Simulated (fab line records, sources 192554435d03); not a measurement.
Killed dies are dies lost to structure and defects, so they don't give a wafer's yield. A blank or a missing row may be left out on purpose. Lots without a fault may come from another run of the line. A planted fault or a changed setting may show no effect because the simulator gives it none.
Split-lot experiment | flow n5_finfet | 7 lots, 21 wafers read, on a route of 1938 steps

THE SPLIT
At N5_HKMG_FIN_PEB_47 (peb time 60 s), the setting peb_time_s was moved away from the recipe's 60 s on 5 of the 21 wafers read, by -17.3% to +21.3%. The other wafers ran this setting at the recipe's value.

FROM THE SPLIT TO THE READING: what the file shows between them, 1 step
- N5_HKMG_FIN_DEVELOP_48: develop time 30 s

THE READING
cd_nm, in nm, at N5_HKMG_FIN_CD_MEAS_49 (target cd 202 nm). Fault-free wafers of this fab line usually give 202.0 nm, standard deviation 0.63 nm.

wafer  | tool, chamber at the split | peb_time_s as run, s | against the recipe | cd_nm, nm | against lot-mates on the recipe
L075.3 | litho_track-05, 0          | 60                   | recipe             | 202.2     | -
L075.4 | litho_track-05, 0          | 60                   | recipe             | 201.6     | -
L075.6 | litho_track-05, 0          | 60                   | recipe             | 201.0     | -
L078.3 | litho_track-05, 0          | 60                   | recipe             | 202.3     | -
L078.4 | litho_track-05, 0          | 52.04                | -13.3%             | 198.3     | -4.0
L078.6 | litho_track-05, 0          | 52.04                | -13.3%             | 197.1     | -5.2
L079.3 | litho_track-05, 0          | 49.61                | -17.3%             | 195.0     | -7.6
L079.4 | litho_track-05, 0          | 60                   | recipe             | 203.0     | -
L079.6 | litho_track-05, 0          | 60                   | recipe             | 202.2     | -
L080.1 | litho_track-02, 0          | 60                   | recipe             | 203.0     | -
L080.2 | litho_track-02, 0          | 60                   | recipe             | 202.4     | -
L080.4 | litho_track-02, 0          | 60                   | recipe             | 203.0     | -
L086.2 | litho_track-03, 0          | 60                   | recipe             | 201.6     | -
L086.3 | litho_track-03, 0          | 60                   | recipe             | 202.7     | -
L086.5 | litho_track-03, 0          | 60                   | recipe             | 202.2     | -
L090.1 | litho_track-05, 0          | 72.76                | +21.3%             | 207.3     | +6.1
L090.4 | litho_track-05, 0          | 72.76                | +21.3%             | 206.1     | +4.9
L090.6 | litho_track-05, 0          | 60                   | recipe             | 201.2     | -
L093.1 | litho_track-03, 0          | 60                   | recipe             | 202.6     | -
L093.2 | litho_track-03, 0          | 60                   | recipe             | 202.8     | -
L093.6 | litho_track-03, 0          | 60                   | recipe             | 203.3     | -

THE FIT
A straight line over all 21 wafers: cd_nm changes by +0.28 nm for each +1% of peb_time_s; r = +0.93; the points scatter about the line by 0.98 nm.
The same after taking each lot's own level away (the mean of its wafers on the recipe; 21 wafers): +0.313 nm for each +1%; r = +0.97; scatter 0.73 nm.
On that fit, the largest move of peb_time_s shifts the reading by 6.7 nm.
The lots' own levels span 201.20 to 202.90 nm, that is 2.7 times the standard deviation above.
So the lot-to-lot level changes the slope: the two fits differ.
Check: with one of the wafers moved furthest among these (+21.3%) left out of the fit, the line predicts +6.56 nm for it against its lot-mates. It came out at +6.1 nm against them.

OTHER SPLITS ON THESE WAFERS
These wafers also went through other splits before the reading. Each is held against what the fit with the lots' levels taken away leaves over:
other split on the same wafers  | wafers away from the commonest value | r with cd_nm (lot level and that fit taken away)
N5_DUMMY_GATE_EXPOSE_12 dose_mj | 9                                    | -0.15
N5_SD_EPI_N_PEB_07 peb_temp_c   | 7                                    | -0.16
N5_SD_EPI_N_DESCUM_14 time_s    | 10                                   | +0.18
N5_SD_EPI_P_EPI_21 temp_c       | 5                                    | +0.35

THE WHOLE CHAIN: every reading that the file lists as answering this split, in the file's order
step                   | what it does                                           | reading                                                                | change (the file's fit)               | r (the file's)
N5_HKMG_FIN_CD_MEAS_49 | target cd 202 nm                                       | cd_nm                                                                  | +0.335 nm for each +1% of the setting | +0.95
N5_HKMG_FIN_ETCH_54    | etches SiARC in CF4, target depth 45.5 nm, time 75.8 s | HKMG_FIN.cd_offset_nm (the simulator's own value, which no gauge read) | +0.317 nm for each +1% of the setting | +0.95
N5_HKMG_FIN_ETCH_55    | etches SOC in N2/H2, target depth 240 nm, time 300 s   | HKMG_FIN.cd_offset_nm (the simulator's own value, which no gauge read) | +0.328 nm for each +1% of the setting | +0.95

THE FILE'S OWN FIT
cd_nm changes by +0.335 nm for each +1% of peb_time_s, r = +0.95.
